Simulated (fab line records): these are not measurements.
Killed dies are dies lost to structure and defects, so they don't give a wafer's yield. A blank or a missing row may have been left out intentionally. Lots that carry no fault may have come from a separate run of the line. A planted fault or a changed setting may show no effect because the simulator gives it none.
Split-lot study || flow n5 finfet || 39 wafers read across 7 lots, on a route 1938 steps long

== THE SPLIT ==
At N5_HKMG_FIN_DEVELOP_48 (develop time 30 s), the setting develop time s was moved away from the recipe's 30 s on 18 of the 39 wafers read, by -51.4% to +51.9%. All remaining wafers had this setting at the recipe value.

There is no step in the file separating the split from the reading.

== THE READING ==
cd nm, in nm, at N5_HKMG_FIN_CD_MEAS_49 (target cd 202 nm). Typical for fault-free wafers on this fab line: 202.0 nm, with standard deviation 0.63 nm.

{"wafer": "L075.1", "tool, chamber at the split": "litho track-03, 0", "develop time s as run, s": 30, "against the recipe": "recipe", "cd nm, nm": 202.2, "against lot-mates on the recipe": "-"}
{"wafer": "L075.2", "tool, chamber at the split": "litho track-03, 0", "develop time s as run, s": 30, "against the recipe": "recipe", "cd nm, nm": 201.2, "against lot-mates on the recipe": "-"}
{"wafer": "L075.3", "tool, chamber at the split": "litho track-03, 0", "develop time s as run, s": 45.57, "against the recipe": "+51.9%", "cd nm, nm": 203.7, "against lot-mates on the recipe": "+2.1"}
{"wafer": "L075.4", "tool, chamber at the split": "litho track-03, 0", "develop time s as run, s": 30, "against the recipe": "recipe", "cd nm, nm": 201.3, "against lot-mates on the recipe": "-"}
{"wafer": "L075.5", "tool, chamber at the split": "litho track-03, 0", "develop time s as run, s": 45.57, "against the recipe": "+51.9%", "cd nm, nm": 203.2, "against lot-mates on the recipe": "+1.6"}
{"wafer": "L075.6", "tool, chamber at the split": "litho track-03, 0", "develop time s as run, s": 45.57, "against the recipe": "+51.9%", "cd nm, nm": 204.8, "against lot-mates on the recipe": "+3.2"}
{"wafer": "L078.1", "tool, chamber at the split": "litho track-03, 0", "develop time s as run, s": 30, "against the recipe": "recipe", "cd nm, nm": 201.4, "against lot-mates on the recipe": "-"}
{"wafer": "L078.2", "tool, chamber at the split": "litho track-03, 0", "develop time s as run, s": 30, "against the recipe": "recipe", "cd nm, nm": 201.1, "against lot-mates on the recipe": "-"}
{"wafer": "L078.3", "tool, chamber at the split": "litho track-03, 0", "develop time s as run, s": 45.36, "against the recipe": "+51.2%", "cd nm, nm": 203.9, "against lot-mates on the recipe": "+2.6"}
{"wafer": "L078.4", "tool, chamber at the split": "litho track-03, 0", "develop time s as run, s": 30, "against the recipe": "recipe", "cd nm, nm": 201.3, "against lot-mates on the recipe": "-"}
{"wafer": "L078.5", "tool, chamber at the split": "litho track-03, 0", "develop time s as run, s": 45.36, "against the recipe": "+51.2%", "cd nm, nm": 203.1, "against lot-mates on the recipe": "+1.8"}
{"wafer": "L078.6", "tool, chamber at the split": "litho track-03, 0", "develop time s as run, s": 45.36, "against the recipe": "+51.2%", "cd nm, nm": 203.8, "against lot-mates on the recipe": "+2.5"}
{"wafer": "L079.1", "tool, chamber at the split": "litho track-04, 0", "develop time s as run, s": 30, "against the recipe": "recipe", "cd nm, nm": 202.1, "against lot-mates on the recipe": "-"}
{"wafer": "L079.2", "tool, chamber at the split": "litho track-04, 0", "develop time s as run, s": 16.73, "against the recipe": "-44.2%", "cd nm, nm": 199.5, "against lot-mates on the recipe": -2.9}
{"wafer": "L079.3", "tool, chamber at the split": "litho track-04, 0", "develop time s as run, s": 16.73, "against the recipe": "-44.2%", "cd nm, nm": 199.7, "against lot-mates on the recipe": -2.7}
{"wafer": "L079.4", "tool, chamber at the split": "litho track-04, 0", "develop time s as run, s": 30, "against the recipe": "recipe", "cd nm, nm": 202.6, "against lot-mates on the recipe": "-"}
{"wafer": "L079.5", "tool, chamber at the split": "litho track-04, 0", "develop time s as run, s": 30, "against the recipe": "recipe", "cd nm, nm": 202.6, "against lot-mates on the recipe": "-"}
{"wafer": "L079.6", "tool, chamber at the split": "litho track-04, 0", "develop time s as run, s": 16.73, "against the recipe": "-44.2%", "cd nm, nm": 199.6, "against lot-mates on the recipe": -2.8}
{"wafer": "L082.1", "tool, chamber at the split": "litho track-02, 0", "develop time s as run, s": 41.57, "against the recipe": "+38.6%", "cd nm, nm": 203.3, "against lot-mates on the recipe": "+0.9"}
{"wafer": "L082.2", "tool, chamber at the split": "litho track-02, 0", "develop time s as run, s": 30, "against the recipe": "recipe", "cd nm, nm": 202.5, "against lot-mates on the recipe": "-"}
{"wafer": "L082.3", "tool, chamber at the split": "litho track-02, 0", "develop time s as run, s": 41.57, "against the recipe": "+38.6%", "cd nm, nm": 203.3, "against lot-mates on the recipe": "+0.9"}
{"wafer": "L082.4", "tool, chamber at the split": "litho track-02, 0", "develop time s as run, s": 30, "against the recipe": "recipe", "cd nm, nm": 202.8, "against lot-mates on the recipe": "-"}
{"wafer": "L082.5", "tool, chamber at the split": "litho track-02, 0", "develop time s as run, s": 30, "against the recipe": "recipe", "cd nm, nm": 202.0, "against lot-mates on the recipe": "-"}
{"wafer": "L082.6", "tool, chamber at the split": "litho track-02, 0", "develop time s as run, s": 41.57, "against the recipe": "+38.6%", "cd nm, nm": 203.8, "against lot-mates on the recipe": "+1.4"}
{"wafer": "L083.1", "tool, chamber at the split": "litho track-02, 0", "develop time s as run, s": 30, "against the recipe": "recipe", "cd nm, nm": 201.3, "against lot-mates on the recipe": "-"}
{"wafer": "L083.2", "tool, chamber at the split": "litho track-02, 0", "develop time s as run, s": 30, "against the recipe": "recipe", "cd nm, nm": 201.3, "against lot-mates on the recipe": "-"}
{"wafer": "L083.3", "tool, chamber at the split": "litho track-02, 0", "develop time s as run, s": 14.57, "against the recipe": "-51.4%", "cd nm, nm": 197.7, "against lot-mates on the recipe": -4.1}
{"wafer": "L083.4", "tool, chamber at the split": "litho track-02, 0", "develop time s as run, s": 14.57, "against the recipe": "-51.4%", "cd nm, nm": 197.8, "against lot-mates on the recipe": -4.0}
{"wafer": "L083.5", "tool, chamber at the split": "litho track-02, 0", "develop time s as run, s": 30, "against the recipe": "recipe", "cd nm, nm": 202.9, "against lot-mates on the recipe": "-"}
{"wafer": "L083.6", "tool, chamber at the split": "litho track-02, 0", "develop time s as run, s": 14.57, "against the recipe": "-51.4%", "cd nm, nm": 197.5, "against lot-mates on the recipe": -4.3}
{"wafer": "L091.1", "tool, chamber at the split": "litho track-02, 0", "develop time s as run, s": 14.88, "against the recipe": "-50.4%", "cd nm, nm": 197.8, "against lot-mates on the recipe": -3.8}
{"wafer": "L091.2", "tool, chamber at the split": "litho track-02, 0", "develop time s as run, s": 30, "against the recipe": "recipe", "cd nm, nm": 201.8, "against lot-mates on the recipe": "-"}
{"wafer": "L091.3", "tool, chamber at the split": "litho track-02, 0", "develop time s as run, s": 14.88, "against the recipe": "-50.4%", "cd nm, nm": 198.2, "against lot-mates on the recipe": -3.4}
{"wafer": "L091.4", "tool, chamber at the split": "litho track-02, 0", "develop time s as run, s": 14.88, "against the recipe": "-50.4%", "cd nm, nm": 198.3, "against lot-mates on the recipe": -3.3}
{"wafer": "L091.5", "tool, chamber at the split": "litho track-02, 0", "develop time s as run, s": 30, "against the recipe": "recipe", "cd nm, nm": 201.8, "against lot-mates on the recipe": "-"}
{"wafer": "L091.6", "tool, chamber at the split": "litho track-02, 0", "develop time s as run, s": 30, "against the recipe": "recipe", "cd nm, nm": 201.1, "against lot-mates on the recipe": "-"}
{"wafer": "L095.2", "tool, chamber at the split": "litho track-02, 0", "develop time s as run, s": 30, "against the recipe": "recipe", "cd nm, nm": 202.2, "against lot-mates on the recipe": "-"}
{"wafer": "L095.3", "tool, chamber at the split": "litho track-02, 0", "develop time s as run, s": 30, "against the recipe": "recipe", "cd nm, nm": 201.4, "against lot-mates on the recipe": "-"}
{"wafer": "L095.6", "tool, chamber at the split": "litho track-02, 0", "develop time s as run, s": 30, "against the recipe": "recipe", "cd nm, nm": 201.7, "against lot-mates on the recipe": "-"}

THE FIT
A straight line over all 39 wafers: cd nm changes by +0.0545 nm for each +1% of develop time s; r = +0.93; the points scatter about the line by 0.71 nm.
The same after taking each lot's own level away (the mean of its wafers on the recipe; 39 wafers): +0.0569 nm for each +1%; r = +0.95; scatter 0.59 nm.
That fit puts the effect of the largest move of develop time s on the reading at 3 nm.
From 201.27 to 202.43 nm: that is the span of the lots' own levels, equal to 1.9 times the standard deviation above.
Hence the lot-to-lot level has little effect on the slope; both slopes agree.
Check: +2.65 nm against its lot-mates is what the line predicts for one of the wafers moved furthest among these (+51.9%) when that wafer is left out of the fit. It came out at +2.13 nm against them.

== OTHER SPLITS APPLIED TO THESE WAFERS ==
Note: prior to the reading, these wafers also went through further splits. Each is held against what the fit with the lots' levels taken away leaves over:
{"other split on the same wafers": "N5_ZERO_LAYER_DEVELOP_10 develop time s", "wafers away from the commonest value": 12, "r with cd nm (lot level and that fit taken away)": -0.07}
{"other split on the same wafers": "N5_FIN_SAQP_ALD_61 ald cycles", "wafers away from the commonest value": 12, "r with cd nm (lot level and that fit taken away)": "+0.08"}
{"other split on the same wafers": "N5_STI_FIN_REVEAL_ALD_00 target thk a", "wafers away from the commonest value": 18, "r with cd nm (lot level and that fit taken away)": "+0.06"}

== THE WHOLE CHAIN: every reading that the file lists as answering this split, in the file's order ==
{"step": "N5_HKMG_FIN_CD_MEAS_49", "what it does": "target cd 202 nm", "reading": "cd nm", "change (the file's fit)": "+0.0571 nm for each +1% of the setting", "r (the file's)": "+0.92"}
{"step": "N5_HKMG_FIN_ETCH_54", "what it does": "etches SiARC in CF4, target depth 45.5 nm, time 75.8 s", "reading": "HKMG_FIN.cd offset nm (the simulator's own value, which no gauge read)", "change (the file's fit)": "+0.0537 nm for each +1% of the setting", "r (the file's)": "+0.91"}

== THE FILE'S OWN FIT ==
cd nm changes by +0.0571 nm for each +1% of develop time s, r = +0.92.
